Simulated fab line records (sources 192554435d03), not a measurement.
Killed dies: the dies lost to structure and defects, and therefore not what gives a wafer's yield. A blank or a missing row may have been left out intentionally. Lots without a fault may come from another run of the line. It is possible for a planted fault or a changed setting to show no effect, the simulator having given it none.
Matching of chambers	flow n5 finfet	rie diel-05 running N5_BEOL_M2_STRIP_66: 4 sister chambers
The step strips in CF4. 22 wafers are shown with their chamber, then 11 later ones without.

== WAFERS, EACH WITH ITS CHAMBER ==
wafer	chamber	showerhead plenum p Torr (Torr)	throttle valve pct (%)	drypump motor current A (A)
L075.1	3	1.79	13.7	5.6
L075.3	2	1.83	13.7	6.2
L075.6	3	1.79	13.7	5.6
L081.2	2	1.82	13.8	6.2
L081.3	3	1.78	13.7	5.6
L081.4	1	1.79	14.1	5.5
L082.1	0	1.88	13.1	5.5
L082.2	3	1.78	13.7	5.6
L082.4	2	1.82	13.8	6.2
L084.1	3	1.78	13.7	5.6
L084.5	2	1.82	13.8	6.2
L084.6	3	1.78	13.7	5.6
L087.2	3	1.78	13.7	5.6
L087.5	1	1.79	14.2	5.5
L087.6	2	1.82	13.8	6.1
L088.1	0	1.87	13.2	5.6
L088.2	1	1.79	14.1	5.5
L088.6	2	1.82	13.8	6.2
L086.1	3	1.78	13.7	5.5
L086.3	0	1.87	13.2	5.5
L086.4	1	1.79	14.1	5.5
L089.1	3	1.78	13.7	5.6

SIGNATURES, as means of the wafers listed above
reading	chamber 0	chamber 1	chamber 2	chamber 3	scatter within a chamber
showerhead plenum p Torr	1.8733	1.7900	1.8217	1.7822	0.00412
throttle valve pct	13.167	14.125	13.783	13.700	0.0354
drypump motor current A	5.533	5.500	6.183	5.589	0.0364
Rule: a wafer's distance from a chamber is the root of the sum, over the readings, of the square of ((its reading less the chamber's mean) divided by the reading's scatter). The wafer belongs to the nearest chamber; if the next one is less than 2 further off, it can't be placed. The scatter is the square root of a quotient: the sum, over the shown wafers, of each reading's squared deviation from its chamber's mean, divided by wafers minus chambers.

== WAFERS WITHOUT THEIR CHAMBER ==
wafer	showerhead plenum p Torr (Torr)	throttle valve pct (%)	drypump motor current A (A)
L089.3	1.87	13.2	5.5
L089.5	1.78	13.7	5.6
L090.3	1.79	14.2	5.5
L090.4	1.87	13.2	5.6
L090.6	1.82	13.8	6.2
L091.1	1.87	13.2	5.5
L091.3	1.78	13.7	5.6
L091.5	1.79	14.1	5.5
L097.2	1.77	13.8	5.6
L097.3	1.87	13.2	5.5
L097.6	1.78	14.2	5.5

== THE CHAMBER EACH PASSED THROUGH ==
wafer	from the rows above	in truth
L089.3	0	0
L089.5	3	3
L090.3	1	1
L090.4	0	0
L090.6	2	2
L091.1	0	0
L091.3	3	3
L091.5	1	1
L097.2	3	3
L097.3	0	0
L097.6	1	1
Placed correctly: 11 of 11. Left unplaced by these rows: 0. Number placed wrongly: 0.
